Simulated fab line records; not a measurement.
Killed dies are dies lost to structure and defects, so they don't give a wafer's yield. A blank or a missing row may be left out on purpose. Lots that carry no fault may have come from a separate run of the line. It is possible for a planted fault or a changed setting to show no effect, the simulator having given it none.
Struck lot and sound lot, side by side || flow n5_finfet || 15 out of 1938 route steps
Sound: these wafers, L950.1, L950.2, L950.5. The struck wafers were L956.3, L956.4, L956.5. The cause is given at the end.
Per side, at each step with rows, come the tool, then ch with its chambers, and then its first start. Under that, the readings that differ: sound wafers || struck wafers || difference of the means || sigmas: that difference in standard deviations of wafers without a fault.
alike: words and numbers the same on both sides, and readings whose means are apart by under 2 such deviations; not compared: readings that were withheld, readings missing a value for some wafer, numbers with overlapping values and no deviation given by the record, and bounds like >300 which may hide the same value.
A row with sigmas, a row that says differs or no value, or rows on one side alone: a step with any of these is where the two part. Non-overlapping numbers with no deviation appear without sigmas and do not part them. A reading that every wafer of one side lacks parts them only if that side has two wafers or more.

N5_BEOL_M11_OCD_MEAS_38:
  sound: ocd-01 at day 12 09:38; struck: ocd-01 at day 13 22:18
  alike: trench_depth_nm
then, 4 steps without rows for these wafers: N5_BEOL_M11_HM_STRIP_39 (strips TiN in peroxide tin strip, target depth 25 nm, time 158 s); N5_BEOL_M11_SRD_40 (time 30 s); N5_BEOL_M11_PRECLEAN_42 (cleans in residue remover, time 60 s); N5_BEOL_M11_SRD_43 (time 30 s).
N5_BEOL_M11_CD_MEAS_35: target cd 70 nm.
  sound: cd_sem-03 at day 12 09:47; struck: cd_sem-02 at day 13 22:28
  alike: cd_nm
N5_BEOL_M11_CURE_72: cures SiCOH lowk, time 120 s.
  sound on uv_cure-01 ch 2, day 12 09:50; struck on uv_cure-02 ch 0, day 13 22:36
  alike: lamp_power_pct, wafer_temp_C_max
N5_BEOL_M11_DEGAS_44: time 60 s.
  sound: pvd_sputter-03 at day 12 10:34; struck: pvd_sputter-02 at day 13 22:51
  alike: heater_power_w
N5_BEOL_M11_PRE_CLEAN_45: time 30 s.
  sound: pvd_sputter-03 at day 12 10:37; struck: pvd_sputter-02 at day 13 22:53
  alike: heater_power_w
N5_BEOL_M11_ALD_74: deposits TaN, target thk 2 nm, pulse time 2 s, purge time 3 s.
  sound on ald_metal-02 ch 2,3, day 12 10:40; struck on ald_metal-02 ch 1,2,3, day 13 22:57
  alike: heater_power_w
N5_BEOL_M11_SURFACE_TREAT_76:
  sound: pvd_sputter-01 at day 12 11:02; struck: pvd_sputter-01 at day 13 23:15
  not compared: throttle_valve_pct
then, 1 step without rows for these wafers: N5_BEOL_M11_CVD_75 (deposits Co from CCTBA/H2, target thk 2 nm, time 138.9 s).
N5_BEOL_M11_SPUTTER_48: material Cu, target thk 12 nm, time 2 s.
  sound: pvd_sputter-03 at day 12 11:16; struck: pvd_sputter-01 at day 13 23:32
{"reading": "cathode_dc_power_W (W)", "sound": "25993 26004 25996", "struck": "28431 28428 28424", "difference": "+2430", "sigmas": "+99 or more"}
  alike: chuck_gas_flow_sccm, throttle_valve_pct
then, 1 step without rows for these wafers: N5_BEOL_M11_ECD_50 (material Cu, target thk 318 nm).
N5_PASSIVATION_PROBE_49:
  sound: prober-02 at day 14 01:57; struck: prober-02 at day 15 21:18
  alike: defect_limited_yield, killed_at_M0_to_M3, killed_at_M4_up, killed_at_contacts, killed_at_front_end, killed_at_other, killed_dies, killed_on_rim, killed_open, killed_short, sort_bin_5_function, sort_bin_6_memory, sort_n_pass, sort_yield_pct

## WHERE THEY PART
Within this record, at N5_BEOL_M11_SPUTTER_48 only. Later steps at which nothing parts them and some readings are alike: N5_PASSIVATION_PROBE_49.

WHY: the cause the simulator had injected
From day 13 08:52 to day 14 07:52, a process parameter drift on pvd_sputter-01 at N5_BEOL_M11_SPUTTER_48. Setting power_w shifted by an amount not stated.
